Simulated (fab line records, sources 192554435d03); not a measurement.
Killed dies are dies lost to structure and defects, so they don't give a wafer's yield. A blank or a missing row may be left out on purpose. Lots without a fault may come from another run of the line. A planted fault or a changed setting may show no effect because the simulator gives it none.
fab line records | flow n5_finfet
record lots=24 wafers=72 last_day=18
route steps=1938 shown BEOL_M3@983 BEOL_M4@1021
lots that met no fault: from a run of the same line without faults
start_h: hours from the record's first day to the start of the lot's first wafer shown | wait_h: hours since the lot's step before | " the same as in the row above | L1.1+2: a row that stands for several wafers | - no value, or no start given | * or withheld: withheld | < > ~ a bound
route shown NAME@n: a module of which the file shows steps, and the number in the route of the first | usual: mean/standard deviation of fault-free wafers | same: alike in all rows | chamber/n: place in a boat | sites: the reading at each site | _std_site: their standard deviation | _edge_site: outer sites' mean less inner sites' | radius_mm: how far each site lies from the wafer's centre | mask NAME#n: copy n | behind: the tool/chamber that last shaped the wafer | hold: why the lot was held/for how many hours/how that ended | device: the transistor (n, p or np) that didn't switch | end of line: the same wafers' tests at the end of the route | a step without rows: its recipe alone | killed: dies lost to structure and defects at the first sort, not the wafer's yield | map: a wafer's dies, x killed, . not, _ none there
set.NAME: the setting as run; set.NAME@STEP: as run at that earlier step | model.NAME: the simulator's own value behind a step, which no gauge read
steps of the route over a sample of lots; a table a step, a row a wafer
services: from which hour (start_h, from the record's first day; less than 0 if before it) a tool's chamber was out of use, for how many hours, and why
## steps
# step N5_BEOL_M3_OCD_MEAS_38
# usual trench_depth_nm=55.3/1
# columns lot.wafer tool chamber start_h wait_h trench_depth_nm
L074.1 ocd-02 - 151.57 - 55.9
L074.3 " - " " 56.1
L074.5 " - " " 56.1
L075.3 ocd-01 - 157.74 - 56.3
L075.4 " - " " 54.9
L075.5 " - " " 56.7
L076.1 ocd-01 - 158.41 - 54.3
L076.2 " - " " 53.4
L076.4 " - " " 53.7
L077.2 ocd-01 - 167.43 - 54.4
L077.4 " - " " 56.2
L077.5 " - " " 55.3
L078.3 ocd-02 - 167.90 - 54.9
L078.5 " - " " 56.5
L078.6 " - " " 54.7
L079.2 ocd-01 - 190.21 - 56.0
L079.3 " - " " 56.6
L079.4 " - " " 55.1
L080.1 ocd-02 - 190.94 - 53.5
L080.2 " - " " 53.5
L080.4 " - " " 53.3
L081.1 ocd-02 - 204.41 - 53.8
L081.3 " - " " 55.4
L081.4 " - " " 56.1
L082.1 ocd-01 - 208.98 - 55.8
L082.4 " - " " 55.7
L082.6 " - " " 55.5
L083.3 ocd-02 - 209.00 - 54.9
L083.4 " - " " 56.4
L083.5 " - " " 56.4
L084.2 ocd-02 - 216.93 - 53.9
L084.3 " - " " 55.7
L084.6 " - " " 55.4
L085.2 ocd-02 - 220.18 - 54.5
L085.5 " - " " 55.4
L085.6 " - " " 53.5
L087.3 ocd-01 - 220.78 - 55.7
L087.4 " - " " 55.3
L087.6 " - " " 55.0
L086.1 ocd-01 - 226.01 - 55.7
L086.2 " - " " 55.8
L086.6 " - " " 56.5
L088.1 ocd-02 - 235.66 - 55.0
L088.3 " - " " 53.7
L088.4 " - " " 53.1
L089.2 ocd-01 - 254.30 - 55.1
L089.3 " - " " 56.7
L089.4 " - " " 54.4
L090.3 ocd-01 - 262.69 - 55.4
L090.4 " - " " 57.1
L090.6 " - " " 56.1
L091.1 ocd-02 - 266.45 - 55.5
L091.2 " - " " 55.1
L091.6 " - " " 55.3
L093.4 ocd-01 - 266.89 - 55.0
L093.5 " - " " 56.9
L093.6 " - " " 55.2
L092.3 ocd-02 - 273.03 - 53.4
L092.4 " - " " 55.3
L092.5 " - " " 56.9
L095.1 ocd-02 - 285.18 - 55.4
L095.4 " - " " 57.6
L095.6 " - " " 56.6
L094.2 ocd-01 - 285.36 - 55.7
L094.5 " - " " 55.9
L094.6 " - " " 55.9
L097.2 ocd-02 - 285.83 - 55.7
L097.4 " - " " 52.7
L097.6 " - " " 56.1
L096.1 ocd-01 - 288.26 - 56.5
L096.2 " - " " 52.6
L096.4 " - " " 53.9
# step N5_BEOL_M3_DEGAS_44
# recipe ambient=vacuum temp_c=250 time_s=60
# usual heater_power_w=337/31
# columns lot.wafer tool chamber start_h wait_h heater_power_w
L074.1 pvd_sputter-03 - 152.37 0.6 383
L074.3 " - " " 296
L074.5 " - " " 368
L075.3 pvd_sputter-02 - 158.28 0.4 357
L075.4 " - " " 334
L075.5 " - " " 342
L076.1 pvd_sputter-01 - 159.26 0.7 386
L076.2 " - " " 325
L076.4 " - " " 300
L077.2 pvd_sputter-01 - 167.93 0.3 298
L077.4 " - " " 382
L077.5 " - " " 327
L078.3 pvd_sputter-01 - 168.25 0.2 306
L078.5 " - " " 305
L078.6 " - " " 302
L079.2 pvd_sputter-01 - 190.61 0.2 298
L079.3 " - " " 379
L079.4 " - " " 302
L080.1 pvd_sputter-01 - 191.95 0.8 304
L080.2 " - " " 393
L080.4 " - " " 320
L081.1 pvd_sputter-03 - 204.63 0.1 361
L081.3 " - " " 298
L081.4 " - " " 368
L082.1 pvd_sputter-03 - 209.18 0.0 349
L082.4 " - " " 301
L082.6 " - " " 302
L083.3 pvd_sputter-02 - 209.29 0.1 360
L083.4 " - " " 332
L083.5 " - " " 337
L084.2 pvd_sputter-03 - 217.13 0.0 384
L084.3 " - " " 360
L084.6 " - " " 300
L085.2 pvd_sputter-01 - 220.53 0.2 333
L085.5 " - " " 392
L085.6 " - " " 304
L087.3 pvd_sputter-03 - 221.00 0.1 382
L087.4 " - " " 354
L087.6 " - " " 375
L086.1 pvd_sputter-01 - 226.27 0.1 321
L086.2 " - " " 296
L086.6 " - " " 299
L088.1 pvd_sputter-01 - 236.12 0.3 322
L088.3 " - " " 301
L088.4 " - " " 388
L089.2 pvd_sputter-01 - 255.12 0.7 382
L089.3 " - " " 309
L089.4 " - " " 299
L090.3 pvd_sputter-03 - 263.06 0.2 359
L090.4 " - " " 370
L090.6 " - " " 382
L091.1 pvd_sputter-02 - 267.06 0.5 359
L091.2 " - " " 342
L091.6 " - " " 333
L093.4 pvd_sputter-03 - 267.44 0.4 389
L093.5 " - " " 365
L093.6 " - " " 367
L092.3 pvd_sputter-02 - 274.44 1.3 340
L092.4 " - " " 337
L092.5 " - " " 337
L095.1 pvd_sputter-02 - 285.61 0.3 332
L095.4 " - " " 370
L095.6 " - " " 357
L094.2 pvd_sputter-01 - 285.64 0.1 301
L094.5 " - " " 300
L094.6 " - " " 319
L097.2 pvd_sputter-02 - 286.27 0.3 344
L097.4 " - " " 340
L097.6 " - " " 365
L096.1 pvd_sputter-01 - 288.94 0.5 325
L096.2 " - " " 306
L096.4 " - " " 298
# step N5_BEOL_M3_ANNEAL_93
# recipe temp_c=400 time_s=240 ambient=vacuum
# usual heater_power_w=854/68
# columns lot.wafer tool chamber start_h wait_h heater_power_w
L074.1 pvd_sputter-02 - 154.54 0.0 854
L074.3 " - " " 892
L074.5 " - " " 859
L075.3 pvd_sputter-03 - 160.44 0.0 765
L075.4 " - " " 947
L075.5 " - " " 876
L076.1 pvd_sputter-02 - 162.42 0.0 929
L076.2 " - " " 847
L076.4 " - " " 839
L077.2 pvd_sputter-03 - 169.95 0.0 727
L077.4 " - " " 744
L077.5 " - " " 872
L078.3 pvd_sputter-01 - 171.91 0.0 795
L078.5 " - " " 824
L078.6 " - " " 753
L079.2 pvd_sputter-02 - 192.71 0.0 836
L079.3 " - " " 843
L079.4 " - " " 824
L080.1 pvd_sputter-01 - 194.29 0.0 978
L080.2 " - " " 734
L080.4 " - " " 800
L081.1 pvd_sputter-02 - 207.89 0.0 850
L081.3 " - " " 832
L081.4 " - " " 892
L082.1 pvd_sputter-03 - 211.18 0.0 956
L082.4 " - " " 916
L082.6 " - " " 903
L083.3 pvd_sputter-03 - 213.02 0.0 974
L083.4 " - " " 900
L083.5 " - " " 974
L084.2 pvd_sputter-01 - 219.41 0.0 824
L084.3 " - " " 751
L084.6 " - " " 732
L085.2 pvd_sputter-02 - 222.57 0.0 850
L085.5 " - " " 864
L085.6 " - " " 921
L087.3 pvd_sputter-02 - 224.49 0.0 851
L087.4 " - " " 902
L087.6 " - " " 842
L086.1 pvd_sputter-01 - 228.39 0.0 738
L086.2 " - " " 815
L086.6 " - " " 777
L088.1 pvd_sputter-03 - 238.34 0.0 751
L088.3 " - " " 959
L088.4 " - " " 880
L089.2 pvd_sputter-02 - 257.22 0.0 922
L089.3 " - " " 841
L089.4 " - " " 814
L090.3 pvd_sputter-03 - 266.38 0.0 896
L090.4 " - " " 952
L090.6 " - " " 953
L091.1 pvd_sputter-02 - 269.14 0.0 820
L091.2 " - " " 908
L091.6 " - " " 874
L093.4 pvd_sputter-02 - 271.02 0.0 919
L093.5 " - " " 903
L093.6 " - " " 840
L092.3 pvd_sputter-02 - 276.44 0.0 865
L092.4 " - " " 834
L092.5 " - " " 920
L095.1 pvd_sputter-02 - 287.83 0.0 844
L095.4 " - " " 918
L095.6 " - " " 891
L094.2 pvd_sputter-01 - 288.06 0.0 801
L094.5 " - " " 799
L094.6 " - " " 719
L097.2 pvd_sputter-02 - 289.77 0.0 851
L097.4 " - " " 826
L097.6 " - " " 856
L096.1 pvd_sputter-03 - 291.08 0.0 956
L096.2 " - " " 877
L096.4 " - " " 734
# step N5_BEOL_M4_ILD_DEP_00
# recipe material=SiOC target_thk_a=790 temp_c=350 precursor=DEMS/O2 pressure_torr=5 rf_w=500 time_s=15.3
# usual heater_power_w=457/71 rf_fwd_power_W=493.6/1.9 showerhead_plenum_p_Torr=5.698/0.019 throttle_valve_pct=11.9/0.66
# columns lot.wafer tool chamber start_h wait_h heater_power_w rf_fwd_power_W showerhead_plenum_p_Torr throttle_valve_pct
L074.1 pecvd-03 2 156.03 0.0 477 493.5 5.703 11.8
L074.3 " 0 " " 460 497.5 5.710 11.7
L074.5 " 2 " " 479 492.9 5.708 11.8
L075.3 pecvd-03 0 161.92 0.0 509 500.1 5.719 11.8
L075.4 " 1 " " 555 494.1 5.716 12.4
L075.5 " 0 " " 505 497.4 5.714 11.9
L076.1 pecvd-02 1 163.92 0.0 391 493.6 5.676 11.8
L076.2 " 2 " " 480 495.3 5.674 11.3
L076.4 " 0 " " 412 494.0 5.678 12.4
L077.2 pecvd-01 2 171.42 0.0 599 495.4 5.712 10.8
L077.4 " 0 " " 407 489.0 5.671 11.1
L077.5 " 1 " " 495 493.9 5.724 13.5
L078.3 pecvd-02 0 173.55 0.0 374 491.4 5.675 12.6
L078.5 " 2 " " 498 494.2 5.696 11.4
L078.6 " 1 " " 375 494.2 5.686 11.9
L079.2 pecvd-03 2 194.65 0.0 457 493.5 5.724 11.8
L079.3 " 0 " " 492 493.0 5.702 11.8
L079.4 " 0 " " 501 494.4 5.727 11.9
L080.1 pecvd-02 2 195.79 0.0 490 492.0 5.683 11.1
L080.2 " 1 " " 359 492.8 5.669 12.1
L080.4 " 1 " " 368 491.5 5.687 11.7
L081.1 pecvd-02 0 209.36 0.0 417 492.9 5.673 12.6
L081.3 " 1 " " 398 494.9 5.695 12.0
L081.4 " 0 " " 400 491.6 5.681 12.4
L082.1 pecvd-01 1 212.65 0.0 427 496.0 5.720 13.4
L082.4 " 2 " " 488 496.1 5.707 11.2
L082.6 " 1 " " 420 496.7 5.711 13.6
L083.3 pecvd-03 1 214.64 0.0 562 490.0 5.715 12.5
L083.4 " 0 " " 418 491.9 5.716 12.0
L083.5 " 2 " " 458 493.3 5.698 12.1
L084.2 pecvd-03 0 220.91 0.0 488 492.9 5.711 12.0
L084.3 " 1 " " 558 491.0 5.730 12.2
L084.6 " 1 " " 583 492.8 5.720 12.1
L085.2 pecvd-02 2 224.04 0.0 517 494.7 5.692 11.3
L085.5 " 2 " " 508 495.5 5.678 11.2
L085.6 " 1 " " 432 495.1 5.688 11.9
L087.3 pecvd-01 1 226.40 0.0 434 492.2 5.722 13.2
L087.4 " 2 " " 563 492.9 5.707 10.9
L087.6 " 0 " " 320 493.2 5.676 11.3
L086.1 pecvd-02 2 229.95 0.0 426 493.0 5.705 10.9
L086.2 " 1 " " 410 494.9 5.680 12.1
L086.6 " 1 " " 399 494.1 5.660 12.0
L088.1 pecvd-03 2 239.81 0.0 514 494.6 5.705 12.0
L088.3 " 1 " " 604 490.1 5.720 12.1
L088.4 " 2 " " 516 493.6 5.710 12.0
L089.2 pecvd-01 1 258.70 0.0 413 493.1 5.730 13.5
L089.3 " 2 " " 616 495.9 5.703 11.0
L089.4 " 0 " " 371 490.9 5.686 11.3
L090.3 pecvd-02 1 268.15 0.0 413 497.0 5.668 11.9
L090.4 " 1 " " 417 492.5 5.680 12.0
L090.6 " 2 " " 463 495.8 5.703 11.5
L091.1 pecvd-01 2 270.66 0.0 540 494.5 5.706 11.1
L091.2 " 0 " " 369 492.4 5.676 11.2
L091.6 " 2 " " 541 493.6 5.706 11.0
L093.4 pecvd-03 2 272.51 0.1 511 494.3 5.706 12.0
L093.5 " 1 " " 555 493.7 5.712 12.3
L093.6 " 0 " " 473 495.3 5.715 11.8
L092.3 pecvd-02 1 277.91 0.0 409 492.0 5.687 12.1
L092.4 " 0 " " 406 493.1 5.689 12.5
L092.5 " 1 " " 413 494.1 5.667 11.9
L095.1 pecvd-02 2 289.30 0.0 502 493.8 5.679 11.2
L095.4 " 0 " " 405 492.7 5.690 12.6
L095.6 " 2 " " 494 494.3 5.694 11.4
L094.2 pecvd-02 0 289.53 0.0 378 494.9 5.678 12.5
L094.5 " 0 " " 380 495.9 5.669 12.6
L094.6 " 1 " " 394 494.3 5.678 12.0
L097.2 pecvd-03 0 291.26 0.0 452 495.1 5.707 11.9
L097.4 " 0 " " 468 497.3 5.710 11.9
L097.6 " 2 " " 472 491.9 5.703 12.1
L096.1 pecvd-02 2 292.62 0.0 514 491.9 5.698 11.3
L096.2 " 1 " " 423 493.5 5.681 11.9
L096.4 " 1 " " 424 496.3 5.664 11.9
# step N5_BEOL_M4_THK_MEAS_01
# recipe reads=SiOC_of_BEOL_M4_ILD_DEP_00
# usual M4_ILD_THK=78.6/1.1
# columns lot.wafer tool chamber start_h wait_h M4_ILD_THK[nm]
L074.1 film_metro-02 - 156.09 0.0 79.1
L074.3 " - " " 78.2
L074.5 " - " " 79.8
L075.3 film_metro-01 - 161.99 0.1 79.2
L075.4 " - " " 78.7
L075.5 " - " " 80.6
L076.1 film_metro-02 - 163.98 0.0 77.4
L076.2 " - " " 76.6
L076.4 " - " " 79.4
L077.2 film_metro-02 - 171.49 0.1 78.0
L077.4 " - " " 80.6
L077.5 " - " " 79.4
L078.3 film_metro-01 - 173.62 0.1 76.3
L078.5 " - " " 77.1
L078.6 " - " " 77.1
L079.2 film_metro-02 - 194.72 0.1 79.9
L079.3 " - " " 79.9
L079.4 " - " " 80.9
L080.1 film_metro-02 - 195.86 0.0 77.5
L080.2 " - " " 77.8
L080.4 " - " " 78.7
L081.1 film_metro-02 - 209.42 0.0 77.4
L081.3 " - " " 77.3
L081.4 " - " " 78.9
L082.1 film_metro-01 - 212.71 0.0 77.7
L082.4 " - " " 79.0
L082.6 " - " " 78.9
L083.3 film_metro-01 - 214.71 0.1 78.7
L083.4 " - " " 80.3
L083.5 " - " " 79.8
L084.2 film_metro-01 - 220.98 0.1 78.8
L084.3 " - " " 78.5
L084.6 " - " " 80.0
L085.2 film_metro-02 - 224.11 0.1 78.0
L085.5 " - " " 78.1
L085.6 " - " " 79.1
L087.3 film_metro-02 - 226.47 0.1 78.7
L087.4 " - " " 78.4
L087.6 " - " " 79.8
L086.1 film_metro-01 - 230.02 0.0 77.4
L086.2 " - " " 77.5
L086.6 " - " " 78.4
L088.1 film_metro-02 - 239.88 0.0 79.6
L088.3 " - " " 78.4
L088.4 " - " " 80.1
L089.2 film_metro-01 - 258.76 0.1 78.1
L089.3 " - " " 79.4
L089.4 " - " " 81.2
L090.3 film_metro-01 - 268.22 0.1 78.3
L090.4 " - " " 79.0
L090.6 " - " " 78.3
L091.1 film_metro-01 - 270.73 0.0 77.8
L091.2 " - " " 79.2
L091.6 " - " " 79.0
L093.4 film_metro-01 - 272.56 0.0 79.6
L093.5 " - " " 79.7
L093.6 " - " " 80.3
L092.3 film_metro-01 - 277.98 0.1 78.4
L092.4 " - " " 78.5
L092.5 " - " " 79.3
L095.1 film_metro-01 - 289.36 0.0 77.3
L095.4 " - " " 78.7
L095.6 " - " " 79.2
L094.2 film_metro-01 - 289.59 0.1 77.8
L094.5 " - " " 79.0
L094.6 " - " " 78.9
L097.2 film_metro-02 - 291.33 0.1 78.9
L097.4 " - " " 79.7
L097.6 " - " " 80.3
L096.1 film_metro-02 - 292.68 0.0 76.9
L096.2 " - " " 77.2
L096.4 " - " " 78.9
# step N5_BEOL_M4_HM_DEP_02
# recipe material=TiN target_thk_a=200 temp_c=25 chamber_pressure_pa=0.49996
# usual chamber_pressure_pa=0.5000/0.00098 throttle_valve_pct=29.9/1
# columns lot.wafer tool chamber start_h wait_h chamber_pressure_pa throttle_valve_pct
L074.1 pvd_sputter-02 - 157.18 1.0 0.5013 32.9
L074.3 " - " " 0.5002 29.5
L074.5 " - " " 0.5001 29.0
L075.3 pvd_sputter-02 - 163.32 1.3 0.5013 29.4
L075.4 " - " " 0.4998 29.9
L075.5 " - " " 0.4990 29.4
L076.1 pvd_sputter-02 - 164.32 0.3 0.4997 29.2
L076.2 " - " " 0.5005 32.8
L076.4 " - " " 0.5015 29.7
L077.2 pvd_sputter-03 - 172.31 0.8 0.4999 29.2
L077.4 " - " " 0.5012 30.4
L077.5 " - " " 0.4998 28.5
L078.3 pvd_sputter-01 - 173.99 0.3 0.4998 29.3
L078.5 " - " " 0.4982 30.5
L078.6 " - " " 0.5000 29.1
L079.2 pvd_sputter-02 - 195.09 0.3 0.5008 29.6
L079.3 " - " " 0.5015 29.3
L079.4 " - " " 0.5006 29.0
L080.1 pvd_sputter-01 - 197.63 1.7 0.4994 30.1
L080.2 " - " " 0.5003 30.7
L080.4 " - " " 0.5006 28.9
L081.1 pvd_sputter-02 - 209.71 0.2 0.4993 29.5
L081.3 " - " " 0.5010 29.7
L081.4 " - " " 0.4990 29.3
L082.1 pvd_sputter-01 - 213.95 1.2 0.4995 28.8
L082.4 " - " " 0.5001 30.4
L082.6 " - " " 0.5018 30.5
L083.3 pvd_sputter-03 - 214.81 0.1 0.5011 30.6
L083.4 " - " " 0.5009 29.0
L083.5 " - " " 0.4983 30.6
L084.2 pvd_sputter-01 - 223.31 2.3 0.5011 28.8
L084.3 " - " " 0.5000 29.0
L084.6 " - " " 0.5006 30.5
L085.2 pvd_sputter-01 - 224.35 0.2 0.5016 30.7
L085.5 " - " " 0.5014 30.6
L085.6 " - " " 0.4986 28.6
L087.3 pvd_sputter-03 - 226.77 0.2 0.5005 28.6
L087.4 " - " " 0.4988 30.5
L087.6 " - " " 0.5009 28.9
L086.1 pvd_sputter-03 - 230.47 0.4 0.4988 29.0
L086.2 " - " " 0.5005 30.1
L086.6 " - " " 0.4987 28.8
L088.1 pvd_sputter-03 - 240.04 0.1 0.4997 30.8
L088.3 " - " " 0.4994 28.6
L088.4 " - " " 0.4996 29.2
L089.2 pvd_sputter-01 - 260.06 1.2 0.5003 30.5
L089.3 " - " " 0.4977 29.0
L089.4 " - " " 0.5000 30.1
L090.3 pvd_sputter-01 - 270.62 2.3 0.5004 29.2
L090.4 " - " " 0.4982 29.2
L090.6 " - " " 0.5010 29.2
L091.1 pvd_sputter-01 - 271.28 0.5 0.4990 30.6
L091.2 " - " " 0.4983 30.1
L091.6 " - " " 0.4996 29.2
L093.4 pvd_sputter-02 - 274.24 1.6 0.5007 29.5
L093.5 " - " " 0.4997 29.7
L093.6 " - " " 0.4996 29.4
L092.3 pvd_sputter-02 - 278.92 0.9 0.5021 29.5
L092.4 " - " " 0.5026 29.5
L092.5 " - " " 0.5003 29.3
L095.1 pvd_sputter-03 - 289.46 0.0 0.4999 30.3
L095.4 " - " " 0.4994 30.9
L095.6 " - " " 0.4992 29.2
L094.2 pvd_sputter-03 - 291.96 2.3 0.4997 29.2
L094.5 " - " " 0.5003 30.5
L094.6 " - " " 0.5004 28.5
L097.2 pvd_sputter-03 - 292.36 1.0 0.4986 30.8
L097.4 " - " " 0.5016 30.2
L097.6 " - " " 0.4996 30.4
L096.1 pvd_sputter-02 - 294.79 2.1 0.4994 29.7
L096.2 " - " " 0.4996 29.9
L096.4 " - " " 0.5010 32.8
## services
# columns tool chamber start_h hours kind
pvd_sputter-02 - 139.18 2.4 repair
pecvd-02 2 145.44 6.6 repair
pecvd-02 2 152.04 2.1 scheduled_down
pvd_sputter-02 - 172.16 13.8 repair
pecvd-03 1 202.01 7.2 repair
pecvd-03 - 225.47 1.4 repair
pecvd-01 - 227.73 0.9 repair
pecvd-03 0 247.97 2.1 scheduled_down
pecvd-03 - 248.82 1.2 repair
pecvd-03 2 282.74 2.1 scheduled_down
## key
fault none
